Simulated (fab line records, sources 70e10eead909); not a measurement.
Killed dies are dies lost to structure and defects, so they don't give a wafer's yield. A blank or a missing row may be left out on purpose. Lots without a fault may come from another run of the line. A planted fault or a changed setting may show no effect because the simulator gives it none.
Tool commonality check | flow nand_harc | 13 lots, 39 wafers sampled

WHY IT WAS OPENED
At NHARC_END_SORT_01 the reading killed_at_periphery is flagged on 3 of 13 lots. Wafers without a fault read 3.2, standard deviation 2.2.
Rule: a lot is flagged when every wafer of it that has a number lies more than 4 standard deviations from that mean, or none has a number. The other lots count as sound.

lot  | measured     | on        | killed_at_periphery, wafer by wafer | flag
L461 | day 19 10:24 | prober-01 | 1 4 1                               |
L465 | day 19 18:16 | prober-02 | 3 5 1                               |
L464 | day 19 18:58 | prober-01 | 3 2 14                              |
L466 | day 20 03:07 | prober-01 | 2 3 3                               |
L469 | day 21 09:51 | prober-01 | 2 5 3                               |
L468 | day 21 10:40 | prober-02 | 3 3 3                               |
L475 | day 22 09:46 | prober-02 | 0 0 2                               |
L477 | day 23 07:05 | prober-01 | 549 556 561                         | FLAGGED
L478 | day 23 12:31 | prober-02 | 563 552 571                         | FLAGGED
L480 | day 23 20:16 | prober-01 | 570 575 573                         | FLAGGED
L482 | day 24 15:41 | prober-01 | 6 1 2                               |
L483 | day 24 20:26 | prober-02 | 1 5 1                               |
L484 | day 25 04:28 | prober-01 | 3 4 2                               |
The numbers of the flagged lots are 563.3 on average: +560.1 against the usual, or +99 or more standard deviations.

WHICH TOOL RAN EACH LOT
The record holds 4 process steps before the reading, out of a route of 1159 steps. In each cell: the tool, then ch and the chambers that the sampled wafers went through, then the start.
lot  | flag    | NHARC_P_CONTACT_CMP_01        | NHARC_P_CONTACT_STRIP_28           | NHARC_P_CONTACT_DEGAS_38     | NHARC_P_CONTACT_ALD_22
L461 |         | cmp-03 ch 0,3, day 5 12:25    | rie_diel-04 ch 1,2, day 5 14:23    | pvd_sputter-01, day 5 15:03  | ald_metal-03 ch 0,1,3, day 5 15:16
L465 |         | cmp-03 ch 0,1,3, day 6 10:42  | rie_diel-04 ch 2,3, day 6 12:29    | pvd_sputter-01, day 6 13:07  | ald_metal-04 ch 0,1,3, day 6 13:23
L464 |         | cmp-02 ch 1,2, day 6 00:21    | rie_diel-08 ch 2,3, day 6 02:19    | pvd_sputter-01, day 6 02:57  | ald_metal-04 ch 1,2,3, day 6 03:13
L466 |         | cmp-02 ch 0,1, day 6 23:46    | rie_diel-04 ch 0,1,2, day 7 01:54  | pvd_sputter-02, day 7 02:31  | ald_metal-01 ch 0,1,2, day 7 02:47
L469 |         | cmp-03 ch 0,1, day 7 08:46    | rie_diel-04 ch 2,3, day 7 10:53    | pvd_sputter-01, day 7 11:30  | ald_metal-04 ch 0,1, day 7 11:46
L468 |         | cmp-01 ch 0,3, day 7 08:52    | rie_diel-04 ch 0,3, day 7 10:59    | pvd_sputter-03, day 7 11:36  | ald_metal-01 ch 1,2,3, day 7 11:55
L475 |         | cmp-02 ch 0,1,3, day 8 23:19  | rie_diel-08 ch 0,1,3, day 9 01:17  | pvd_sputter-03, day 9 01:53  | ald_metal-04 ch 1,2, day 9 02:08
L477 | FLAGGED | cmp-03 ch 0,1,2, day 9 16:21  | rie_diel-08 ch 2,3, day 9 18:16    | pvd_sputter-01, day 9 18:58  | ald_metal-04 ch 1,2,3, day 9 19:14
L478 | FLAGGED | cmp-03 ch 0,1,3, day 9 15:35  | rie_diel-08 ch 0,1,3, day 9 17:32  | pvd_sputter-02, day 9 18:13  | ald_metal-03 ch 2,3, day 9 18:27
L480 | FLAGGED | cmp-03 ch 0,1, day 10 01:25   | rie_diel-04 ch 1,2, day 10 03:45   | pvd_sputter-03, day 10 04:25 | ald_metal-01 ch 1,3, day 10 04:38
L482 |         | cmp-03 ch 0,2,3, day 11 01:05 | rie_diel-08 ch 0,1,3, day 11 03:04 | pvd_sputter-01, day 11 03:42 | ald_metal-04 ch 0,2,3, day 11 03:59
L483 |         | cmp-01 ch 1,2,3, day 11 04:53 | rie_diel-08 ch 1,2,3, day 11 06:44 | pvd_sputter-03, day 11 07:23 | ald_metal-03 ch 1,2,3, day 11 07:37
L484 |         | cmp-01 ch 0,1,2, day 11 14:55 | rie_diel-04 ch 0,2, day 11 16:55   | pvd_sputter-02, day 11 17:34 | ald_metal-03 ch 1,2, day 11 17:47
What these steps do:
- NHARC_P_CONTACT_CMP_01: polishes SiO2, target thk 200 nm.
- NHARC_P_CONTACT_STRIP_28: strips in O2.
- NHARC_P_CONTACT_DEGAS_38: time 60 s.
- NHARC_P_CONTACT_ALD_22: deposits TiN, target thk 3 nm, pulse time 1 s, ald cycles 150.
- NHARC_END_SORT_01

FLAGGED OVER TOTAL, TOOL BY TOOL (the gauges that took the reading come last)
step                     | tool           | lots run | flagged | share of the flagged lots | sound lots run after its first flagged lot
NHARC_P_CONTACT_CMP_01   | cmp-01         | 3        | 0       | none                      | -
NHARC_P_CONTACT_CMP_01   | cmp-02         | 3        | 0       | none                      | -
NHARC_P_CONTACT_CMP_01   | cmp-03         | 7        | 3       | all                       | 1 (L482)
NHARC_P_CONTACT_STRIP_28 | rie_diel-04    | 7        | 1       | some                      | 1 (L484)
NHARC_P_CONTACT_STRIP_28 | rie_diel-08    | 6        | 2       | some                      | 2 (L482,L483)
NHARC_P_CONTACT_DEGAS_38 | pvd_sputter-01 | 6        | 1       | some                      | 1 (L482)
NHARC_P_CONTACT_DEGAS_38 | pvd_sputter-02 | 3        | 1       | some                      | 1 (L484)
NHARC_P_CONTACT_DEGAS_38 | pvd_sputter-03 | 4        | 1       | some                      | 1 (L483)
NHARC_P_CONTACT_ALD_22   | ald_metal-01   | 3        | 1       | some                      | 0
NHARC_P_CONTACT_ALD_22   | ald_metal-03   | 4        | 1       | some                      | 2 (L483,L484)
NHARC_P_CONTACT_ALD_22   | ald_metal-04   | 6        | 1       | some                      | 1 (L482)
NHARC_END_SORT_01        | prober-01      | 8        | 2       | some                      | 2 (L482,L484)
NHARC_END_SORT_01        | prober-02      | 5        | 1       | some                      | 1 (L483)

WHAT THE TABLE ALLOWS
1 row of the table ran every flagged lot: cmp-03 at NHARC_P_CONTACT_CMP_01.
- cmp-03 at NHARC_P_CONTACT_CMP_01: 3 of its 7 lots flagged. Sound lots ran on it after the first flagged one (L482), which a lasting fault on the whole tool wouldn't allow.
No row of the table ran every flagged lot and no sound lot after the first.

WHAT THE SIMULATOR HAD PUT IN
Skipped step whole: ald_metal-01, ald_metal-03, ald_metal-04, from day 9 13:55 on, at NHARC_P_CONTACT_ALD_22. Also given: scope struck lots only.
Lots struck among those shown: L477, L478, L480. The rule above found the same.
